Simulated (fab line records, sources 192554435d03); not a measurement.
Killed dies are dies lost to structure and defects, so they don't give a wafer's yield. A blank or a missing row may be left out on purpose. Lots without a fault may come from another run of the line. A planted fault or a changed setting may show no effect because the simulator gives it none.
A struck lot beside a sound one | flow n5_finfet | 22 steps out of a route of 1938
Sound: wafers L259.1, L259.4, L259.5. Struck: wafers L253.2, L253.3, L253.5. The cause comes at the end.
At each step with rows: each side's tool, then ch and its chambers, then its first start. Under that, the readings that differ: sound wafers | struck wafers | difference of the means | sigmas: that difference in standard deviations of wafers without a fault.
alike: readings whose means differ by less than 2 such deviations, and words and numbers that are the same on both sides. not compared: withheld readings, readings that some wafer has no value for, bounds like >300 that may hide the same value, and numbers for which the record gives no deviation and whose values overlap.
The two part at a step that has a row with sigmas, a row that says differs or no value, or rows on one side only. Numbers that don't overlap but have no deviation are shown without sigmas and don't part them. A reading that every wafer of one side lacks parts them only if that side has two wafers or more.

first, 12 steps without rows for these wafers: N5_BEOL_M4_ANNEAL_87 (time 240 s); N5_BEOL_M4_SPUTTER_88 (material Cu, target thk 4.5 nm, time 8.29 s); N5_BEOL_M4_ANNEAL_89 (time 240 s); N5_BEOL_M4_SPUTTER_90 (material Cu, target thk 4.5 nm, time 8.29 s); N5_BEOL_M4_ANNEAL_91 (time 240 s); N5_BEOL_M4_SPUTTER_92 (material Cu, target thk 4.5 nm, time 8.29 s); N5_BEOL_M4_ANNEAL_93 (time 240 s); N5_BEOL_M4_SPUTTER_94 (material Cu, target thk 4.5 nm, time 8.29 s); N5_BEOL_M4_ANNEAL_95 (time 240 s); N5_BEOL_M4_SPUTTER_96 (material Cu, target thk 4.5 nm, time 8.29 s); N5_BEOL_M4_ECD_50 (material Cu, target thk 300 nm); N5_BEOL_M4_ANNEAL_51 (time 90 s).
N5_BEOL_M4_CMP_52: polishes, stops on SiOC, t overpolish 6.8 s, target thk 40 nm.
  sound on cmp-01 ch 0,1,3, day 12 12:38; struck on cmp-02 ch 0,1,2, day 11 01:04
  no value came back on the struck wafers for any of 9 readings (barrier_field_endpoint_s (s), clearing_platen_down_force_psi (psi) and others); on the sound wafers barrier_field_endpoint_s (s) reads 25.1 24.9 25.5
  reading                                      | sound          | struck          | difference | sigmas
  model.Cu_of_BEOL_M4_ECD_50.thk_nm (nm)       | 41.2 39.6 39.2 | 303.4 306.2 303 | +264.2     |
  model.SiO2_of_BEOL_M4_PECVD_72.thk_nm (nm)   | 0 0 0          | 15.4 15.8 16    | +15.7      |
  model.SiOC_of_BEOL_M4_ILD_DEP_00.thk_nm (nm) | 75.6 76.4 76.4 | 78.4 79.6 78    | +2.5       |
N5_BEOL_M4_THK_MEAS_53: measures by xrf.
  sound on film_metro-02, day 12 12:56; struck on film_metro-01, day 11 01:19
  reading     | sound          | struck            | difference | sigmas
  M4_THK (nm) | 41.1 39.6 39.2 | 296.8 298.4 297.6 | +257.6     | +99 or more
then, 4 steps without rows for these wafers: N5_BEOL_M4_PRE_CLEAN_60 (time 15 s); N5_BEOL_M4_CO_CAP_55 (material Co, precursor CCTBA/H2, target thk 2 nm, time 102.1 s); N5_BEOL_M4_PRE_CLEAN_56 (time 15 s); N5_BEOL_M4_DEP_57 (deposits SiCN from 3MS/NH3, target thk 8 nm, time 14 s).
N5_BEOL_M4_RS_MEAS_58: measures by four-point-probe.
  sound on film_metro-01, day 12 13:14; struck on film_metro-02, day 11 01:37
  reading        | sound             | struck            | difference | sigmas
  M4_RS (ohm/sq) | 0.643 0.677 0.687 | 0.058 0.057 0.058 | -0.611     | -22
N5_BEOL_M4_INSPECT_59: inspects for defects (darkfield).
  sound on defect_inspect-01, day 12 13:15; struck on defect_inspect-01, day 11 01:38
  reading          | sound    | struck         | difference | sigmas
  raw_defect_count | 79 52 62 | 5068 4996 5121 | +4997      | +99 or more
N5_BEOL_M4_RC_MEAS_101:
  the record has rows for the sound wafers here (prober-01 ch 0, day 12 13:17) and none for the struck ones
-- the record jumps here: 5 days lie between the struck wafers' starts before and after (it left off in module BEOL_M4 and takes up again in module PASSIVATION, whose first step shown is number 1936 of the route) --
N5_PASSIVATION_PROBE_49:
  the record has rows for the struck wafers here (prober-02, day 15 16:52) and none for the sound ones

WHERE THEY PART
First at N5_BEOL_M4_CMP_52; last, within this record, at N5_PASSIVATION_PROBE_49.

WHY: what the simulator had put in
Skipped step whole: cmp-02, from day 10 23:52 on, at N5_BEOL_M4_CMP_52. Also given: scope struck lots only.
